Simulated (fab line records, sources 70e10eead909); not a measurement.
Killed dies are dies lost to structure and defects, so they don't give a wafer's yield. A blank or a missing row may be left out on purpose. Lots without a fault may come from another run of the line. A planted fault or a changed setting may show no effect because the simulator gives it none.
fab line records | flow nand_harc
record lots=6 wafers=18 last_day=33
route steps=1302 shown P_M0@282 P_M1@285 END@1302
lots that met no fault: from a run of the same line without faults
start_h: hours from the record's first day to the start of the lot's first wafer shown | wait_h: hours since the lot's step before | " the same as in the row above | L1.1+2: a row that stands for several wafers | - no value, or no start given | * or withheld: withheld | < > ~ a bound
route shown NAME@n: a module of which the file shows steps, and the number in the route of the first | usual: mean/standard deviation of fault-free wafers | same: alike in all rows | chamber/n: place in a boat | sites: the reading at each site | _std_site: their standard deviation | _edge_site: outer sites' mean less inner sites' | radius_mm: how far each site lies from the wafer's centre | mask NAME#n: copy n | behind: the tool/chamber that last shaped the wafer | hold: why the lot was held/for how many hours/how that ended | device: the transistor (n, p or np) that didn't switch | end of line: the same wafers' tests at the end of the route | a step without rows: its recipe alone | killed: dies lost to structure and defects at the first sort, not the wafer's yield | map: a wafer's dies, x killed, . not, _ none there
set.NAME: the setting as run; set.NAME@STEP: as run at that earlier step | model.NAME: the simulator's own value behind a step, which no gauge read
lots at some steps of the route; a table a step, a row a wafer
services: from which hour (start_h, from the record's first day; less than 0 if before it) a tool's chamber was out of use, for how many hours, and why
## steps
# step NHARC_P_M0_INSPECT_27
# usual raw_defect_count=306/130
# columns lot.wafer tool chamber start_h wait_h raw_defect_count
L411.2 defect_inspect-02 - 170.54 0.0 304
L411.3 " - " " 164
L411.5 " - " " 474
L415.2 defect_inspect-01 - 202.75 0.0 467
L415.5 " - " " 292
L415.6 " - " " 221
L423.1 defect_inspect-01 - 288.40 0.0 192
L423.2 " - " " 225
L423.6 " - " " 361
L425.3 defect_inspect-02 - 302.99 0.0 241
L425.4 " - " " 403
L425.5 " - " " 411
L429.3 defect_inspect-01 - 340.07 0.0 278
L429.5 " - " " 327
L429.6 " - " " 229
L430.2 defect_inspect-01 - 354.60 0.0 464
L430.3 " - " " 368
L430.5 " - " " 221
# step NHARC_P_M0_PRE_CLEAN_31
# recipe time_s=12 temp_c=370 rf_power_w=300 gas=NH3
# usual heater_power_w=652/58
# columns lot.wafer tool chamber start_h wait_h heater_power_w
L411.3 pecvd-01 0 170.61 0.1 647
L411.2 " 2 " " 620
L411.5 " 1 " " 705
L415.2 pecvd-02 0 202.84 0.1 550
L415.6 " 2 " " 701
L415.5 " 0 " " 538
L423.1 pecvd-01 0 288.47 0.1 699
L423.2 " 2 " " 708
L423.6 " 1 " " 632
L425.3 pecvd-01 0 303.05 0.1 702
L425.4 " 0 " " 713
L425.5 " 1 " " 616
L429.3 pecvd-03 0 340.14 0.1 689
L429.5 " 1 " " 608
L429.6 " 2 " " 647
L430.2 pecvd-03 2 354.66 0.1 660
L430.3 " 1 " " 704
L430.5 " 0 " " 708
# step NHARC_P_M0_DEP_32
# recipe target_thk_a=300 temp_c=370 target_thk_nm=30 pressure_torr=3 flow_sccm=200 rf_w=450 material=SiCN
# usual heater_power_w=603/51
# columns lot.wafer tool chamber start_h wait_h heater_power_w
L411.3 pecvd-01 0 170.69 0.1 630
L411.2 " 2 " " 695
L411.5 " 1 " " 571
L415.2 pecvd-02 0 202.98 0.1 568
L415.6 " 2 " " 684
L415.5 " 0 " " 579
L423.1 pecvd-01 0 288.55 0.1 540
L423.2 " 2 " " 695
L423.6 " 1 " " 575
L425.3 pecvd-01 0 303.13 0.1 624
L425.4 " 0 " " 639
L425.5 " 1 " " 626
L429.3 pecvd-03 0 340.22 0.1 582
L429.5 " 1 " " 653
L429.6 " 2 " " 638
L430.2 pecvd-03 2 354.74 0.1 635
L430.3 " 1 " " 589
L430.5 " 0 " " 646
# step NHARC_P_M1_DEP_00
# recipe target_thk_a=1825 target_thk_nm=182.5 temp_c=withheld pressure_torr=5 flow_sccm=200 rf_w=600 material=SiOC
# step NHARC_P_M1_DEHYDRATE_01
# recipe temp_c=150 time_s=120
# step NHARC_P_M1_HMDS_02
# recipe time_s=30
# step NHARC_P_M1_COAT_34
# recipe temp_c=200 time_s=65
# step NHARC_P_M1_COAT_03
# recipe spin_rpm=1500 resist_thk_nm=90
# step NHARC_P_M1_SOFTBAKE_04
# recipe temp_c=105 time_s=55
# step NHARC_P_M1_EBR_05
# step NHARC_P_M1_EXPOSE_06
# recipe na=1.35 target_cd_nm=130 dose_mj=81.88 mask_id=P_M1
# step NHARC_P_M1_PEB_07
# recipe peb_temp_c=100 peb_time_s=65
# usual heater_power_total_W=156.6/0.42 plate_temp_C=100.00/0.13
# columns lot.wafer tool chamber start_h wait_h heater_power_total_W plate_temp_C
L411.2 litho_track-01 0 171.86 0.1 157.2 100.07
L411.3 " 0 " " 155.9 100.05
L411.5 " 0 " " 156.6 100.21
L415.2 litho_track-06 0 204.04 0.1 156.8 99.97
L415.5 " 0 " " 156.9 100.11
L415.6 " 0 " " 157.0 100.02
L423.1 litho_track-01 0 289.57 0.1 157.8 100.84
L423.2 " 0 " " 158.8 100.68
L423.6 " 0 " " 158.6 100.85
L425.3 litho_track-01 0 304.30 0.0 158.6 100.76
L425.4 " 0 " " 158.6 100.94
L425.5 " 0 " " 158.1 100.73
L429.3 litho_track-04 0 341.24 0.0 156.1 99.87
L429.5 " 0 " " 156.1 99.91
L429.6 " 0 " " 156.6 99.85
L430.2 litho_track-04 0 355.91 0.1 156.7 99.84
L430.3 " 0 " " 157.0 100.00
L430.5 " 0 " " 157.2 99.91
# step NHARC_P_M1_DEVELOP_08
# recipe develop_time_s=35 dev_temp_c=23
# step NHARC_P_M1_CD_MEAS_09
# recipe target_cd_nm=130 landing_energy_ev=500
# usual cd_nm=129.5/0.72
# columns lot.wafer tool chamber start_h wait_h cd_nm
L411.2 cd_sem-01 0 171.94 - 128.7
L411.3 " 0 " " 129.8
L411.5 " 0 " " 129.1
L415.2 cd_sem-01 0 204.12 - 129.5
L415.5 " 0 " " 129.3
L415.6 " 0 " " 129.5
L423.1 cd_sem-03 0 289.65 - 132.2
L423.2 " 0 " " 132.1
L423.6 " 0 " " 132.3
L425.3 cd_sem-03 0 304.39 - 134.2
L425.4 " 0 " " 132.5
L425.5 " 0 " " 133.1
L429.3 cd_sem-02 0 341.33 - 129.1
L429.5 " 0 " " 130.1
L429.6 " 0 " " 129.8
L430.2 cd_sem-03 0 355.99 - 128.2
L430.3 " 0 " " 128.5
L430.5 " 0 " " 128.0
# step NHARC_P_M1_OVL_MEAS_10
# recipe pitch_nm=260
# usual overlay_x_nm=0.1/0.96 overlay_y_nm=0.1/0.85
# columns lot.wafer tool chamber start_h wait_h overlay_x_nm overlay_y_nm
L411.2 overlay-01 - 172.02 - 1.4 0.7
L411.3 " - " " 1.9 0.4
L411.5 " - " " 1.6 0.8
L415.2 overlay-01 - 204.21 - -0.4 -1.4
L415.5 " - " " -0.5 -0.6
L415.6 " - " " -0.8 -0.2
L423.1 overlay-01 - 289.74 - 0.8 -0.8
L423.2 " - " " 0.7 -0.8
L423.6 " - " " 0.8 -0.8
L425.3 overlay-02 - 304.47 - -0.9 0.4
L425.4 " - " " -0.5 0.7
L425.5 " - " " -0.6 0.6
L429.3 overlay-01 - 341.41 - 0.3 -0.5
L429.5 " - " " 0.2 -0.5
L429.6 " - " " 0.0 -0.2
L430.2 overlay-02 - 356.08 - 1.4 0.6
L430.3 " - " " 1.6 0.4
L430.5 " - " " 0.9 0.3
# step NHARC_P_M1_INSPECT_11
# usual raw_defect_count=4.4/2.6
# columns lot.wafer tool chamber start_h wait_h raw_defect_count
L411.2 defect_inspect-01 - 172.06 0.0 4
L411.3 " - " " 4
L411.5 " - " " 3
L415.2 defect_inspect-01 - 204.24 0.0 8
L415.5 " - " " 5
L415.6 " - " " 4
L423.1 defect_inspect-02 - 289.78 0.0 2
L423.2 " - " " 4
L423.6 " - " " 6
L425.3 defect_inspect-01 - 304.51 0.0 2
L425.4 " - " " 2
L425.5 " - " " 0
L429.3 defect_inspect-02 - 341.45 0.0 7
L429.5 " - " " 5
L429.6 " - " " 0
L430.2 defect_inspect-02 - 356.12 0.0 2
L430.3 " - " " 1
L430.5 " - " " 1
# step NHARC_P_M1_DESCUM_14
# recipe time_s=3 o2_flow_sccm=200 ar_flow_sccm=0 bias_power_w=0 chemistry=O2
# usual drypump_motor_current_A=6.0/0.45 oes_product_au=0.999/0.013 rf_vpp_V=57.8/0.87 showerhead_plenum_p_Torr=1.95/0.086 throttle_valve_pct=11.312/0.0092
# columns lot.wafer tool chamber start_h wait_h drypump_motor_current_A oes_product_au rf_hours_counter_h rf_vpp_V showerhead_plenum_p_Torr throttle_valve_pct model.P_M1.cd_nm
L411.2 rie_diel-07 3 172.13 0.1 6.1 0.988 4 58.5 1.96 11.316 127.9
L411.3 " 0 " " 6.1 0.970 4 58.6 2.05 11.324 129.5
L411.5 " 2 " " 5.7 1.006 - 56.5 1.79 11.330 129
L415.2 rie_diel-04 1 204.32 0.1 5.2 1.003 2 57.1 1.90 11.298 128.1
L415.5 " 3 " " 5.9 1.013 - 58.7 2.05 11.312 129.2
L415.6 " 0 " " 6.4 1.003 - 57.9 2.02 11.309 129.1
L423.2 rie_diel-07 2 289.85 0.1 5.8 1.011 11 56.2 1.78 11.296 132.5
L423.1 " 0 " " 6.1 0.968 15 59.2 2.04 11.314 131.9
L423.6 " 2 " " 5.7 0.999 - 57.2 1.78 11.306 132.5
L425.4 rie_diel-07 3 304.57 0.1 6.1 0.983 0 57.8 1.96 11.316 132.5
L425.3 " 2 " " 5.8 1.015 0 56.8 1.78 11.308 133.5
L425.5 " 3 " " 6.1 0.989 - 57.7 1.96 11.319 132
L429.3 rie_diel-04 3 341.52 0.1 5.9 1.010 11 58.4 2.05 11.298 129.6
L429.5 " 2 " " 6.5 1.002 - 56.8 1.86 11.312 129.9
L429.6 " 3 " " 5.9 1.012 - 58.1 2.05 11.320 130.1
L430.3 rie_diel-07 1 356.26 0.1 6.4 1.004 5 56.1 1.92 11.310 128.8
L430.2 " 2 " " 5.7 1.007 5 57.4 1.78 11.310 128.1
L430.5 " 3 " " 6.1 0.987 - 59.9 1.95 11.312 127.4
# step NHARC_P_M1_ETCH_35
# recipe target_depth_a=400 overetch_a=120 time_s=43.94 ion_energy_ev=200 n2_flow_sccm=150 h2_flow_sccm=150 ar_flow_sccm=0 rf_w=400 bias_w=150 chemistry=N2/H2
# usual drypump_motor_current_A=6.0/0.48 oes_product_au=0.999/0.013 rf_vpp_V=431.5/2.5 showerhead_plenum_p_Torr=2.08/0.092 throttle_valve_pct=14.172/0.0093
# columns lot.wafer tool chamber start_h wait_h drypump_motor_current_A oes_product_au rf_hours_counter_h rf_vpp_V showerhead_plenum_p_Torr throttle_valve_pct
L411.2 rie_diel-07 0 172.20 0.1 6.2 0.979 4 434.7 2.19 14.157
L411.3 " 3 " " 6.2 1.006 4 432.7 2.09 14.193
L411.5 " 0 " " 6.2 0.981 - 434.3 2.19 14.170
L415.2 rie_diel-04 3 204.39 0.1 6.0 1.009 2 434.4 2.19 14.180
L415.6 " 3 " " 5.9 1.012 - 434.6 2.19 14.175
L415.5 " 0 " " 6.5 1.004 - 434.8 2.16 14.174
L423.1 rie_diel-07 0 289.92 0.1 6.1 0.974 15 432.8 2.18 14.174
L423.2 " 3 " " 6.1 1.010 14 433.0 2.09 14.163
L423.6 " 0 " " 6.1 0.981 - 434.9 2.18 14.154
L425.4 rie_diel-07 0 304.65 0.1 6.1 0.982 0 435.5 2.18 14.179
L425.3 " 3 " " 6.2 0.998 0 431.4 2.09 14.177
L425.5 " 1 " " 6.4 1.019 - 430.8 2.05 14.161
L429.3 rie_diel-04 2 341.60 0.1 6.4 0.990 10 429.4 1.98 14.160
L429.5 " 0 " " 6.5 1.010 - 433.4 2.15 14.173
L429.6 " 1 " " 5.2 0.999 - 429.5 2.02 14.179
L430.2 rie_diel-07 1 356.34 0.1 6.4 1.003 5 431.0 2.05 14.185
L430.3 " 2 " " 5.7 1.014 5 427.1 1.90 14.176
L430.5 " 0 " " 6.2 0.995 - 433.8 2.18 14.172
# step NHARC_P_M1_ETCH_15
# recipe target_depth_a=1825 time_s=91.2 c4f8_flow_sccm=withheld ar_flow_sccm=400 rf_w=600 bias_w=300 chemistry=C4F8/Ar
# usual oes_product_au=0.960/0.018 rf_vpp_V=441.5/2.7
# columns lot.wafer tool chamber start_h wait_h oes_product_au rf_hours_counter_h rf_vpp_V
L411.2 rie_diel-07 2 - - 0.970 4 435.7
L411.3 " 1 " " 0.967 4 442.2
L411.5 " 3 " " 0.962 - 441.1
L415.2 rie_diel-04 3 - - 0.974 2 445.2
L415.6 " 0 " " 0.967 - 443.2
L415.5 " 1 " " 0.977 - 440.8
L423.2 rie_diel-07 2 - - 0.964 11 437.9
L423.1 " 3 " " 0.984 14 442.4
L423.6 " 0 " " 0.962 - 444.1
L425.4 rie_diel-07 0 - - 0.953 0 442.8
L425.3 " 3 " " 0.941 0 441.8
L425.5 " 1 " " 0.983 - 440.5
L429.3 rie_diel-04 2 - - 0.952 10 438.1
L429.6 " 2 " " 0.965 - 439.0
L429.5 " 3 " " 0.969 - 445.7
L430.3 rie_diel-07 2 - - 0.977 5 435.7
L430.2 " 0 " " 0.961 4 445.0
L430.5 " 1 " " 0.979 - 441.8
# step NHARC_P_M1_CD_MEAS_16
# usual cd_nm=128.9/1.2
# columns lot.wafer tool chamber start_h wait_h cd_nm
L411.2 cd_sem-01 - 172.43 - 127.6
L411.3 " - " " 128.6
L411.5 " - " " 129.5
L415.2 cd_sem-02 - 204.61 - 128.9
L415.5 " - " " 128.8
L415.6 " - " " 129.3
L423.1 cd_sem-02 - 290.14 - 131.8
L423.2 " - " " 132.0
L423.6 " - " " 132.4
L425.3 cd_sem-02 - 304.88 - 133.4
L425.4 " - " " 132.1
L425.5 " - " " 130.9
L429.3 cd_sem-01 - 341.82 - 128.3
L429.5 " - " " 128.8
L429.6 " - " " 131.3
L430.2 cd_sem-02 - 356.55 - 128.0
L430.3 " - " " 129.0
L430.5 " - " " 127.1
# step NHARC_P_M1_STRIP_18
# recipe power_w=1000 n2_flow_sccm=150 h2_flow_sccm=150 ar_flow_sccm=0 bias_w=0 chemistry=N2/H2
# usual drypump_motor_current_A=5.9/0.48 oes_product_au=0.997/0.012 power_w=999.5/3 rf_vpp_V=90.8/1 showerhead_plenum_p_Torr=2.07/0.095 throttle_valve_pct=14.172/0.0091
# columns lot.wafer tool chamber start_h wait_h drypump_motor_current_A oes_product_au power_w rf_hours_counter_h rf_vpp_V showerhead_plenum_p_Torr throttle_valve_pct
L411.2 rie_diel-04 3 172.50 0.1 5.9 0.993 997.9 10 92.1 2.19 14.158
L411.3 " 2 " " 6.5 1.001 997.4 10 89.7 1.99 14.181
L411.5 " 0 " " 6.4 0.976 997.8 - 91.2 2.16 14.176
L415.2 rie_diel-09 0 204.74 0.1 5.8 0.990 1002.4 17 92.6 2.21 14.175
L415.6 " 2 " " 5.6 0.983 993.5 - 90.5 1.97 14.179
L415.5 " 3 " " 4.9 1.021 1002.6 - 90.2 2.07 14.172
L423.1 rie_diel-07 3 290.22 0.1 6.1 0.998 999.8 14 91.2 2.09 14.172
L423.2 " 1 " " 6.4 0.992 1000.1 15 91.3 2.05 14.180
L423.6 " 3 " " 6.1 1.000 1001.6 - 91.2 2.09 14.186
L425.4 rie_diel-09 2 304.97 0.1 5.6 0.986 1005.6 44 92.2 1.97 14.173
L425.3 " 0 " " 5.8 1.001 997.1 46 91.6 2.20 14.166
L425.5 " 1 " " 5.5 1.012 999.7 - 89.8 1.95 14.175
L429.3 rie_diel-09 1 341.89 0.1 5.5 0.992 993.4 2 90.5 1.95 14.170
L429.5 " 1 " " 5.5 0.994 997.7 - 89.2 1.95 14.178
L429.6 " 2 " " 5.6 0.991 1003.8 - 91.3 1.96 14.170
L430.3 rie_diel-09 0 356.62 0.1 5.8 1.014 995.9 9 91.1 2.20 14.168
L430.2 " 1 " " 5.5 0.999 1002.7 10 89.7 1.95 14.160
L430.5 " 1 " " 5.5 0.993 1003.8 - 89.6 1.95 14.163
# step NHARC_P_M1_ETCH_28
# recipe target_depth_a=300 over_etch_frac=0.3 time_s=72.99 ion_energy_ev=150 cf4_flow_sccm=50 n2_flow_sccm=100 ar_flow_sccm=150 rf_w=300 bias_w=100 chemistry=CF4/N2
# usual drypump_motor_current_A=5.9/0.49 oes_product_au=0.997/0.011 rf_vpp_V=314.7/2 showerhead_plenum_p_Torr=2.65/0.11 throttle_valve_pct=19.795/0.0089
# columns lot.wafer tool chamber start_h wait_h drypump_motor_current_A oes_product_au rf_hours_counter_h rf_vpp_V showerhead_plenum_p_Torr throttle_valve_pct model.P_M1.cd_nm
L411.2 rie_diel-04 1 - - 5.2 0.991 10 313.6 2.61 19.787 127.3
L411.3 " 2 " " 6.5 0.995 10 312.9 2.57 19.788 129.2
L411.5 " 1 " " 5.2 0.990 - 314.6 2.61 19.791 129.1
L415.2 rie_diel-09 3 - - 4.9 1.012 21 315.2 2.66 19.812 128.1
L415.6 " 2 " " 5.6 0.987 - 312.7 2.55 19.797 130
L415.5 " 3 " " 4.8 1.024 - 314.4 2.66 19.810 129.8
L423.2 rie_diel-07 2 - - 5.7 0.996 11 311.5 2.46 19.799 131.3
L423.1 " 0 " " 6.1 0.971 15 317.8 2.79 19.790 131.6
L423.6 " 2 " " 5.7 1.000 - 312.3 2.46 19.798 132.6
L425.3 rie_diel-09 1 - - 5.5 1.013 44 313.1 2.52 19.794 132.8
L425.4 " 2 " " 5.6 1.004 44 313.4 2.54 19.800 132.7
L425.5 " 1 " " 5.5 1.020 - 312.5 2.52 19.795 132.2
L429.3 rie_diel-09 0 - - 5.8 1.008 3 316.2 2.81 19.789 129.3
L429.6 " 3 " " 4.9 1.005 - 315.0 2.65 19.790 131.7
L429.5 " 0 " " 5.8 1.015 - 319.4 2.81 19.800 129.5
L430.2 rie_diel-09 2 - - 5.6 0.991 10 313.9 2.53 19.797 129
L430.3 " 3 " " 4.9 0.997 10 313.7 2.64 19.795 129.5
L430.5 " 2 " " 5.6 1.008 - 312.7 2.53 19.801 127.9
# step NHARC_P_M1_STRIP_19
# recipe time_s=600 temp_c=30 chemistry=post_etch_residue_remover
# step NHARC_END_SORT_01
# recipe temp_c=25
# usual defect_limited_yield=90.6/2.5 killed_at_array=59/17 killed_at_other=0.9/1.6 killed_at_periphery=3.7/2.3 killed_dies=64/17 killed_open=3.3/1.8 killed_short=2.4/1.6
# same gross_dies=677
# columns lot.wafer tool chamber start_h wait_h defect_limited_yield[%] killed_at_array killed_at_other killed_at_periphery killed_dies killed_open killed_short
L415.2 prober-02 0 645.51 2.8 89.5 64 0 7 71 2 2
L415.5 prober-02 0 647.91 3.7 90.4 57 0 8 65 4 0
L415.6 prober-02 0 648.70 4.0 91.3 56 0 3 59 2 2
L425.3 prober-01 0 731.55 3.1 90.0 59 4 5 68 5 3
L425.4 prober-01 0 732.35 3.4 88.8 70 1 5 76 3 1
L425.5 prober-01 0 733.16 3.7 88.9 66 3 6 75 2 0
# killed by level:class
L415.2 A_SLIT:chamber_film_flake=31 A_CHANNEL_HOLE_D2:chamber_film_flake=8 A_STAIRCASE:chamber_film_flake=6 A_CHANNEL_HOLE_D1:chamber_film_flake=4 A_CONTACT:chamber_film_flake=4 P_BONDPAD:chamber_film_flake=3 A_ZERO_WELL:chamber_film_flake=3 A_M0:geometric_particle:open=2
L415.5 A_SLIT:chamber_film_flake=31 A_CHANNEL_HOLE_D2:chamber_film_flake=7 A_CHANNEL_HOLE_D1:chamber_film_flake=5 A_STAIRCASE:chamber_film_flake=4 P_GATE:chamber_film_flake=3 P_BONDPAD:chamber_film_flake=3 A_CHANNEL_FILL_D1:chamber_film_flake=3 A_CONTACT:chamber_film_flake=3
L415.6 A_SLIT:chamber_film_flake=26 A_CHANNEL_HOLE_D2:chamber_film_flake=8 A_STAIRCASE:chamber_film_flake=7 A_CHANNEL_FILL_D1:chamber_film_flake=3 A_ZERO_WELL:chamber_film_flake=2 A_CHANNEL_HOLE_D1:chamber_film_flake=2 A_WL_FILL:chamber_film_flake=2 A_CHANNEL_FILL_D1:geometric_particle:open=1
L425.3 A_CHANNEL_HOLE_D1:chamber_film_flake=22 A_CHANNEL_HOLE_D2:chamber_film_flake=21 A_CONTACT:chamber_film_flake=5 THIN_TSV:chamber_film_flake=4 P_M1:chamber_film_flake=3 A_ONON_D2:geometric_particle:open=2 A_SLIT:chamber_film_flake=2 P_CONTACT:geometric_particle:open=1
L425.4 A_CHANNEL_HOLE_D1:chamber_film_flake=31 A_CHANNEL_HOLE_D2:chamber_film_flake=23 A_CONTACT:chamber_film_flake=7 P_M1:chamber_film_flake=5 A_SLIT:chamber_film_flake=3 A_ONON_D1:geometric_particle:open=1 A_CHANNEL_HOLE_D1:geometric_particle:open=1 A_DECK1_JOINT:geometric_particle:short=1
L425.5 A_CHANNEL_HOLE_D1:chamber_film_flake=27 A_CHANNEL_HOLE_D2:chamber_film_flake=24 A_CONTACT:chamber_film_flake=10 P_M1:chamber_film_flake=5 THIN_TSV:chamber_film_flake=3 A_SLIT:chamber_film_flake=2 P_M1:geometric_particle:open=1 A_WL_FILL:geometric_particle:open=1
## services
# columns tool chamber start_h hours kind
litho_track-01 - 155.00 7.0 pm
rie_diel-04 - 158.63 0.2 repair
pecvd-02 - 164.91 1.5 repair
rie_diel-07 2 172.51 33.3 repair
rie_diel-07 - 174.56 0.2 repair
rie_diel-04 - 177.90 9.0 pm
pecvd-03 - 185.12 13.0 pm
rie_diel-07 - 187.93 0.4 repair
pecvd-01 1 189.59 2.5 repair
rie_diel-09 2 207.87 16.9 repair
rie_diel-04 3 207.98 7.4 repair
rie_diel-09 0 223.69 3.3 repair
rie_diel-04 2 242.17 15.0 repair
rie_diel-09 - 283.06 2.2 repair
rie_diel-07 1 286.75 2.1 repair
rie_diel-04 0 287.75 23.4 repair
rie_diel-07 - 294.24 9.0 pm
rie_diel-09 3 310.25 9.1 repair
pecvd-01 - 311.22 13.0 pm
rie_diel-09 - 322.68 9.0 pm
litho_track-01 - 330.00 7.0 pm
rie_diel-07 1 331.49 1.4 repair
rie_diel-04 - 349.11 1.6 repair
rie_diel-04 - 354.91 9.0 pm
## key
first_sign step=NHARC_P_M1_PEB_07 reading=plate_temp_C direction=up sigmas=6 usual=* struck=*
effect step=NHARC_P_M1_PEB_07 reading=heater_power_total_W direction=up sigmas=4.2 usual=* struck=*
effect step=NHARC_P_M1_CD_MEAS_09 reading=cd_nm direction=up sigmas=4.5 usual=129.5 struck=132.7
effect step=NHARC_P_M1_CD_MEAS_16 reading=cd_nm direction=up sigmas=2.7 usual=128.9 struck=132.1
model_effect step=NHARC_P_M1_DESCUM_14 value=P_M1.cd_nm without=129.6 struck=132.5
model_effect step=NHARC_P_M1_ETCH_28 value=P_M1.cd_nm without=129.4 struck=132.2
met_at NHARC_P_M1_PEB_07
struck_wafers L423.1,L423.2,L423.6,L425.3,L425.4,L425.5
onset_between 171.86 289.57
fault kind=process_parameter_drift tool=litho_track-01 chamber=- onset_h=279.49 steps=NHARC_P_M1_PEB_07 channel=peb_temp_c offset=* shape=step end_h=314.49 acts_in=* stated=*
